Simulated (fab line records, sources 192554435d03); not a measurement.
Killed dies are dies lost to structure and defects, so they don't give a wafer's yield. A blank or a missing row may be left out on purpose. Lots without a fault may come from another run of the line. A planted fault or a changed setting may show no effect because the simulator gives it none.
Problem report in the 8D (eight disciplines) form, filled by code | flow n5_finfet | the parts of the form that need people (team, actions taken, sign-off) are left out

1. THE PROBLEM
spin_speed_rpm at N5_MOL_CONTACT_COAG_COAT_58 reads a mean of 1449.3 rpm on 9 wafers of 3 lots; wafers without a fault read 1500.0 rpm with a standard deviation of 0.97. That is -52 standard deviations from the usual mean.
The step: time 60 s, resist thk 10 nm.
First seen on wafer L497.2, day 6 22:14, on litho_track-04. The record holds 27 wafers of 9 lots with a number at this step. Rule for "out", or "out of limits": more than 4 standard deviations from the usual mean. The other wafers with a number count as sound.

2. WHAT IT IS AND WHAT IT IS NOT
question                    | is                     | is not
which readings at this step | spin_speed_rpm         | plate_temp_C
which lots                  | L497, L498, L499       | L491, L493, L496, L500, L509, L510
which wafers of those lots  | all that have a number | -
read on which tools         | litho_track-04         | litho_track-02
when                        | from day 6 22:14       | up to then (9 sound wafers); but 9 sound wafers of L500, L509, L510 came after

3. SUSPECTS, AND WHAT RULES EACH OUT
Counting: a tool at a process step up to the reading stays a suspect if it ran every lot that is out and no sound lot after the first of them.
- litho_track-04 at N5_MOL_CONTACT_COAG_COAT_58 (time 60 s, resist thk 10 nm): ruled out as a lasting fault. Sound lots L509, L510 ran on it after its first lot that is out, L497 (day 6 22:14).
Left after counting: nothing in the record.

4. THE CAUSE (what the simulator had put in)
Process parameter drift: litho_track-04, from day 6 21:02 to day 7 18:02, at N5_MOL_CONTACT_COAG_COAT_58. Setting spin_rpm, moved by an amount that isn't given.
Counting ruled it out, wrongly.

5. THE CHAIN OF EFFECTS, in route order
Each row: a reading whose mean over the struck wafers that have a number lies more than 3 standard deviations from the usual. Only readings for which the record gives a usual standard deviation are gone through. hours: the time from each lot's start at the first step in this table that gives one to its start at this step, as a median over the lots. sigmas: the change in usual standard deviations.
hours | step                        | reading        | usual      | on struck wafers | change | sigmas
0     | N5_MOL_CONTACT_COAG_COAT_58 | spin_speed_rpm | 1500.0 rpm | 1449.3           | -50.7  | -52
The process steps in it:
- N5_MOL_CONTACT_COAG_COAT_58: time 60 s, resist thk 10 nm.
Later measuring or inspecting steps at which every struck wafer that the step has a row for has a number for every such reading, and none has moved that far: N5_BEOL_M4_RC_MEAS_101.

6. WHAT WOULD HAVE CAUGHT IT SOONER
In this record the first reading out of limits was taken at day 6 22:14, 1 hour after the fault began at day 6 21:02.
